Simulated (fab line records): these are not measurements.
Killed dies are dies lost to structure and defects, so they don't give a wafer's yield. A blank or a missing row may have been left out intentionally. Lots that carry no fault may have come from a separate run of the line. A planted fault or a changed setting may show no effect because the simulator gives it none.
fab line records	flow n5Finfet
record lots=10	wafers=30	lastDay=17
route steps=1938 shown FIN_SAQP@96 BEOL_M4@1111
lots that met no fault: from a run of the same line without faults
startH: hours from the record's first day to the start of the lot's first wafer shown	waitH: hours elapsed since this lot's preceding step	" as in the row above	L1.1+2: a row that stands for several wafers	- either no value or no given start	* or withheld: withheld	< > ~ a bound
route shown NAME@n: names a module that has steps shown in the file, with the first one's number in the route	usual: the fault-free wafers' mean and standard deviation	same: alike in all rows	chamber/n: place in a boat	sites: per-site readings	_std_site: how widely they spread, as a standard deviation	_edge_site: outer sites' mean less inner sites'	radiusMm: for every site, how far away it sits from the centre of the wafer	mask NAME#n: copy n	behind: the most recent tool/chamber to have shaped the wafer	hold: what put the lot on hold/how long, in hours/how the hold closed	device: the transistor (n, p or np) that didn't switch	end of line: tests of these same wafers at the route's end	a step with no rows: only its recipe	killed: dies lost to structure and defects at the first sort, not the wafer's yield	map: a wafer's dies, x killed, . not, _ none there
set.NAME: the setting that was run; set.NAME@STEP: the one run at that earlier step	model.NAME: the simulator's own value behind a step, which no gauge read
steps of the route over a sample of lots; a table a step, a row a wafer
services: when a tool's chamber went out of use (startH, in hours from the record's first day, below 0 if earlier), for how many hours, and the reason
## steps
# step N5_FIN_SAQP_HM_DEP_03
# recipe material=SiNx	targetThkA=380	tempC=400	precursor=SiH4/NH3/N2	pressureTorr=1.5	rfW=300	timeS=33.6
# usual heaterPowerW=771/78	showerheadPlenumPTorr=5.12/0.068	throttleValvePct=40.7/2.5
lot.wafer	tool	chamber	startH	waitH	heaterPowerW	showerheadPlenumPTorr	throttleValvePct
L625.3	pecvd-04	1	33.72	0.2	788	5.21	41.7
L625.5	"	1	"	"	771	5.18	41.8
L625.6	"	2	"	"	782	5.08	37.5
L626.2	pecvd-04	1	38.47	0.2	713	5.21	41.9
L626.3	"	1	"	"	708	5.22	41.9
L626.4	"	2	"	"	825	5.08	37.8
L629.3	pecvd-04	2	56.65	0.1	843	5.07	37.7
L629.4	"	0	"	"	807	5.07	43.1
L629.6	"	1	"	"	741	5.21	41.8
L630.3	pecvd-03	0	62.92	0.2	751	5.05	43.8
L630.4	"	2	"	"	806	5.24	37.6
L630.6	"	0	"	"	747	5.04	44.0
L635.1	pecvd-03	0	93.07	0.2	834	5.04	44.1
L635.2	"	1	"	"	691	5.05	40.0
L635.6	"	0	"	"	818	5.05	44.4
L637.2	pecvd-02	1	105.22	0.2	691	5.15	42.0
L637.5	"	2	"	"	646	5.06	43.0
L637.6	"	1	"	"	693	5.16	42.3
L638.1	pecvd-02	2	111.05	0.2	732	5.06	43.0
L638.4	"	2	"	"	738	5.07	43.2
L638.6	"	1	"	"	761	5.16	41.8
L644.1	pecvd-04	1	147.50	0.2	806	5.21	41.9
L644.2	"	2	"	"	797	5.08	38.0
L644.5	"	2	"	"	809	5.07	37.9
L645.2	pecvd-03	1	153.08	0.2	727	5.07	40.4
L645.4	"	1	"	"	734	5.06	40.0
L645.6	"	0	"	"	830	5.06	44.0
L646.3	pecvd-03	2	159.16	0.1	842	5.25	38.5
L646.5	"	2	"	"	819	5.25	38.2
L646.6	"	0	"	"	857	5.07	43.8
# step N5_FIN_SAQP_PECVD_47
# recipe material=a-Si	targetThkA=450	tempC=400	precursor=SiH4/He	pressureTorr=3	rfW=100	timeS=36.3
# usual heaterPowerW=841/76	runLengthS=72.6/0.57	showerheadPlenumPTorr=5.65/0.055	throttleValvePct=18.6/1.1
lot.wafer	tool	chamber	startH	waitH	heaterPowerW	runLengthS	showerheadPlenumPTorr	throttleValvePct
L625.3	pecvd-03	2	33.85	0.0	820	72.9	5.75	17.1
L625.5	"	2	"	"	849	72.6	5.74	17.2
L625.6	"	0	"	"	838	71.7	5.60	20.2
L626.2	pecvd-02	1	38.62	0.0	852	73.5	5.70	19.1
L626.3	"	2	"	"	819	72.1	5.62	19.4
L626.4	"	2	"	"	804	71.3	5.61	19.5
L629.3	pecvd-04	1	56.78	0.0	892	73.2	5.72	19.3
L629.4	"	0	"	"	866	72.4	5.61	19.4
L629.6	"	1	"	"	879	73.1	5.72	19.2
L630.3	pecvd-03	0	63.06	0.1	857	72.5	5.59	19.9
L630.4	"	2	"	"	902	72.9	5.74	17.2
L630.6	"	2	"	"	915	73.3	5.73	17.1
L635.1	pecvd-02	2	93.19	0.0	777	71.7	5.61	19.9
L635.2	"	0	"	"	1031	72.4	5.69	17.0
L635.6	"	1	"	"	751	72.8	5.67	19.3
L637.2	pecvd-03	1	105.34	0.0	723	72.7	5.60	18.5
L637.5	"	0	"	"	885	71.7	5.61	20.1
L637.6	"	2	"	"	845	73.7	5.74	17.4
L638.1	pecvd-04	0	111.18	0.0	942	72.7	5.61	19.9
L638.4	"	2	"	"	864	72.2	5.62	17.1
L638.6	"	0	"	"	965	72.4	5.60	19.6
L644.1	pecvd-03	1	147.65	0.0	800	73.1	5.61	18.2
L644.2	"	0	"	"	881	63.3	5.60	20.3
L644.5	"	1	"	"	807	64.6	5.64	18.3
L645.2	pecvd-03	2	153.20	0.0	756	64.5	5.75	17.5
L645.4	"	1	"	"	693	73.3	5.61	18.4
L645.6	"	0	"	"	903	63.5	5.60	20.1
L646.3	pecvd-02	1	159.28	0.0	700	73.4	5.70	19.1
L646.5	"	0	"	"	974	72.4	5.68	17.4
L646.6	"	2	"	"	774	72.0	5.61	19.5
# step N5_FIN_SAQP_THK_MEAS_07
# usual thkNm=59.9/0.76
lot.wafer	tool	chamber	startH	waitH	thkNm
L625.3	filmMetro-02	-	34.02	0.1	59.7
L625.5	"	-	"	"	60.0
L625.6	"	-	"	"	60.2
L626.2	filmMetro-01	-	38.79	0.1	60.0
L626.3	"	-	"	"	58.8
L626.4	"	-	"	"	60.5
L629.3	filmMetro-01	-	56.95	0.1	59.9
L629.4	"	-	"	"	60.8
L629.6	"	-	"	"	60.4
L630.3	filmMetro-02	-	63.28	0.1	60.2
L630.4	"	-	"	"	59.8
L630.6	"	-	"	"	60.2
L635.1	filmMetro-02	-	93.36	0.1	61.6
L635.2	"	-	"	"	60.2
L635.6	"	-	"	"	61.5
L637.2	filmMetro-02	-	105.52	0.1	59.4
L637.5	"	-	"	"	60.4
L637.6	"	-	"	"	60.3
L638.1	filmMetro-01	-	111.35	0.1	60.2
L638.4	"	-	"	"	60.6
L638.6	"	-	"	"	60.4
L644.1	filmMetro-02	-	147.82	0.1	59.1
L644.2	"	-	"	"	59.3
L644.5	"	-	"	"	59.9
L645.2	filmMetro-02	-	153.37	0.1	59.7
L645.4	"	-	"	"	60.6
L645.6	"	-	"	"	61.2
L646.3	filmMetro-01	-	159.46	0.1	59.7
L646.5	"	-	"	"	59.8
L646.6	"	-	"	"	60.3
# step N5_FIN_SAQP_CD_MEAS_16
# recipe targetCdNm=35.6	landingEnergyEv=500	detector=seInlens
# usual cdNm=35.6/0.33
lot.wafer	tool	chamber	startH	waitH	cdNm
L625.3	cdSem-02	0	34.51	-	36.0
L625.5	"	0	"	"	35.5
L625.6	"	0	"	"	35.4
L626.2	cdSem-03	0	39.16	-	35.4
L626.3	"	0	"	"	35.8
L626.4	"	0	"	"	35.4
L629.3	cdSem-01	0	57.34	-	35.4
L629.4	"	0	"	"	36.1
L629.6	"	0	"	"	35.2
L630.3	cdSem-03	0	63.79	-	36.1
L630.4	"	0	"	"	36.0
L630.6	"	0	"	"	35.7
L635.1	cdSem-03	0	93.72	-	35.8
L635.2	"	0	"	"	35.4
L635.6	"	0	"	"	35.5
L637.2	cdSem-01	0	106.00	-	35.0
L637.5	"	0	"	"	34.9
L637.6	"	0	"	"	35.2
L638.1	cdSem-03	0	111.70	-	35.9
L638.4	"	0	"	"	35.6
L638.6	"	0	"	"	36.5
L644.1	cdSem-02	0	148.33	-	36.0
L644.2	"	0	"	"	35.5
L644.5	"	0	"	"	35.7
L645.2	cdSem-02	0	153.86	-	35.3
L645.4	"	0	"	"	35.0
L645.6	"	0	"	"	36.0
L646.3	cdSem-03	0	159.94	-	36.1
L646.5	"	0	"	"	35.6
L646.6	"	0	"	"	36.2
# step N5_FIN_SAQP_MANDREL_ETCH_58
# recipe chemistry=HBr/Cl2	target=a-Si	targetDepthA=450	btTimeS=10	stopOn=SiNx	maskMaterial=SiO2	overEtchFrac=0.8	timeS=27	pressureMtorr=10	icpW=800	biasW=75	HBr_flow_sccm=150	Cl2_flow_sccm=80	ends=endPoint
# usual drypumpMotorCurrentA=5.7/0.55	oesProductAu=0.696/0.012	throttleValvePct=35.7/0.31
lot.wafer	tool	chamber	startH	waitH	drypumpMotorCurrentA	oesProductAu	rfHoursCounterH	throttleValvePct
L625.3	rieSi-03	3	36.91	0.0	6.6	0.688	25	35.9
L625.5	"	1	"	"	4.8	0.678	-	36.4
L625.6	"	0	"	"	5.1	0.705	-	35.8
L626.2	rieSi-01	0	42.25	0.0	5.8	0.699	85	35.5
L626.3	"	2	"	"	5.3	0.708	2	35.2
L626.4	"	1	"	"	6.7	0.704	101	35.5
L629.3	rieSi-01	1	59.77	0.0	6.7	0.698	101	35.5
L629.4	"	2	"	"	5.3	0.715	2	35.2
L629.6	"	3	"	"	6.1	0.694	-	35.9
L630.3	rieSi-03	3	66.28	0.0	6.6	0.690	25	35.8
L630.4	"	2	"	"	5.6	0.705	49	35.6
L630.6	"	1	"	"	4.9	0.673	-	36.4
L635.1	rieSi-06	3	96.89	0.0	5.5	0.692	78	35.3
L635.2	"	2	"	"	5.2	0.703	134	35.7
L635.6	"	3	"	"	5.5	0.713	-	35.3
L637.2	rieSi-03	1	108.38	0.0	4.9	0.669	28	36.4
L637.5	"	3	"	"	6.6	0.687	-	35.8
L637.6	"	0	"	"	5.1	0.714	-	35.8
L638.1	rieSi-01	2	114.00	0.0	5.3	0.704	3	35.2
L638.4	"	1	"	"	6.7	0.702	102	35.5
L638.6	"	3	"	"	6.0	0.688	-	35.9
L644.1	rieSi-01	3	150.62	0.0	6.0	0.685	6	35.9
L644.2	"	2	"	"	5.3	0.615	4	35.4
L644.5	"	2	"	"	5.3	0.618	-	35.4
L645.2	rieSi-01	2	156.55	0.0	5.3	0.617	4	35.4
L645.4	"	1	"	"	6.7	0.693	103	35.5
L645.6	"	1	"	"	6.7	0.615	-	35.7
L646.3	rieSi-06	1	162.36	0.0	5.7	0.684	70	35.8
L646.5	"	1	"	"	5.7	0.691	-	35.8
L646.6	"	2	"	"	5.2	0.703	-	35.7
# step N5_BEOL_M4_RC_MEAS_101
# usual DIBL_N=36.1/2	DIBL_P=36.3/2.4	IOFF_N=0.15/0.035	IOFF_P=0.21/0.039	ION_N=672/15	ION_P=463/9.7	SS_N=71.5/0.7	SS_P=73.2/0.75	VT_N=251/3.6	VT_P=-250/3.8
lot.wafer	tool	chamber	startH	waitH	DIBL_N[mV/V]	DIBL_P[mV/V]	IOFF_N[nA/um]	IOFF_P[nA/um]	ION_N[uA/um]	ION_P[uA/um]	SS_N[mV/dec]	SS_P[mV/dec]	VT_N[mV]	VT_P[mV]
L625.3	prober-01	0	176.51	0.3	32.3	33.3	0.11	0.18	672	481	71.6	72.3	254	-248
L625.5	"	0	"	"	37.0	38.7	0.19	0.27	694	481	71.2	73.3	247	-245
L625.6	"	0	"	"	35.8	37.5	0.16	0.25	688	484	71.5	73.6	249	-247
L626.2	prober-02	0	192.02	0.2	35.3	37.2	0.12	0.16	675	453	71.4	73.3	253	-258
L626.3	"	0	"	"	31.4	32.2	0.08	0.11	637	439	69.7	71.6	260	-262
L626.4	"	0	"	"	32.5	32.9	0.08	0.11	631	434	70.5	72.3	261	-262
L629.3	prober-02	0	206.71	0.3	39.7	39.7	0.20	0.22	671	456	72.8	74.2	247	-252
L629.4	"	0	"	"	37.9	38.4	0.16	0.20	676	462	72.7	73.3	250	-257
L629.6	"	0	"	"	37.7	38.9	0.17	0.20	669	453	72.5	73.7	249	-253
L630.3	prober-01	0	214.52	0.8	35.6	35.5	0.15	0.21	667	464	71.7	73.1	250	-248
L630.4	"	0	"	"	33.7	34.3	0.15	0.19	670	457	70.9	72.5	249	-248
L630.6	"	0	"	"	35.2	35.2	0.16	0.21	677	461	71.2	73.4	246	-249
L635.1	prober-01	0	246.02	0.0	36.2	35.9	0.16	0.22	670	471	71.7	73.3	251	-246
L635.2	"	0	"	"	38.2	37.9	0.21	0.26	703	478	71.6	73.4	245	-245
L635.6	"	0	"	"	35.7	34.8	0.16	0.21	683	461	71.2	72.6	249	-251
L637.2	prober-02	0	252.43	0.2	37.0	37.2	0.17	0.24	696	474	71.3	72.7	247	-248
L637.5	"	0	"	"	34.1	33.6	0.12	0.17	655	457	70.9	72.2	253	-253
L637.6	"	0	"	"	35.9	35.8	0.15	0.21	687	474	70.9	73.0	252	-252
L638.1	prober-01	0	263.92	0.0	35.3	35.0	0.14	0.22	673	471	71.3	72.7	249	-248
L638.4	"	0	"	"	39.3	39.7	0.23	0.30	675	467	72.1	73.5	247	-242
L638.6	"	0	"	"	34.5	34.1	0.14	0.21	684	477	70.8	72.3	248	-248
L644.1	prober-01	0	306.77	0.0	37.0	37.2	0.18	0.24	672	458	72.1	73.5	248	-250
L644.2	"	0	"	"	32.3	31.4	0.10	0.15	652	457	70.9	71.8	258	-254
L644.5	"	0	"	"	34.5	34.8	0.14	0.21	665	458	71.1	72.5	252	-249
L646.3	prober-02	0	306.90	0.3	37.6	36.7	0.17	0.24	673	467	71.1	74.5	249	-247
L646.5	"	0	"	"	35.1	33.4	0.13	0.19	661	461	70.7	72.1	252	-249
L646.6	"	0	"	"	38.3	38.3	0.19	0.27	701	481	71.2	73.5	247	-243
L645.2	prober-01	0	311.10	0.2	36.3	35.1	0.13	0.21	647	451	71.1	72.2	254	-247
L645.4	"	0	"	"	39.6	39.1	0.19	0.27	680	464	72.3	73.1	246	-248
L645.6	"	0	"	"	36.0	34.1	0.12	0.19	656	458	71.3	72.6	256	-253
## services
tool	chamber	startH	hours	kind
rieSi-06	0	9.92	10.5	repair
rieSi-01	-	26.61	0.3	repair
pecvd-04	0	32.75	15.6	repair
pecvd-04	-	41.80	2.6	repair
pecvd-02	0	47.52	5.6	repair
pecvd-02	-	53.43	14.6	pm
pecvd-03	1	53.65	16.5	scheduledDown
pecvd-02	-	71.86	0.6	repair
pecvd-03	2	86.69	5.5	scheduledDown
pecvd-02	2	98.91	5.5	scheduledDown
pecvd-04	-	102.10	2.8	pm
rieSi-03	-	113.85	4.3	pm
pecvd-02	-	132.37	0.5	repair
pecvd-04	0	145.73	5.5	scheduledDown
rieSi-01	0	151.42	4.4	repair
pecvd-02	-	153.19	2.8	pm
rieSi-06	0	154.82	14.8	repair
rieSi-03	0	160.94	1.2	repair
## key
firstSign step=N5_FIN_SAQP_PECVD_47	reading=runLengthS	direction=down	sigmas=15	usual=*	struck=*
effect step=N5_FIN_SAQP_MANDREL_ETCH_58	reading=oesProductAu	direction=down	sigmas=6.6	usual=0.696	struck=0.616
metAt N5_FIN_SAQP_PECVD_47
struckLots L644,L645
struckWafers L644.2,L644.5,L645.2,L645.6
notActingAt N5_FIN_SAQP_HM_DEP_03,N5_FIN_SAQP_THK_MEAS_07,N5_FIN_SAQP_CD_MEAS_16
onsetBetween 105.34 147.65
fault kind=processParameterDrift	tool=pecvd-03	chamber=-	onsetH=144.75	steps=N5_FIN_SAQP_PECVD_47	channel=timeS	offset=*	shape=step	endH=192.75	scope=struckWafersOnly	actsIn=*	stated=*
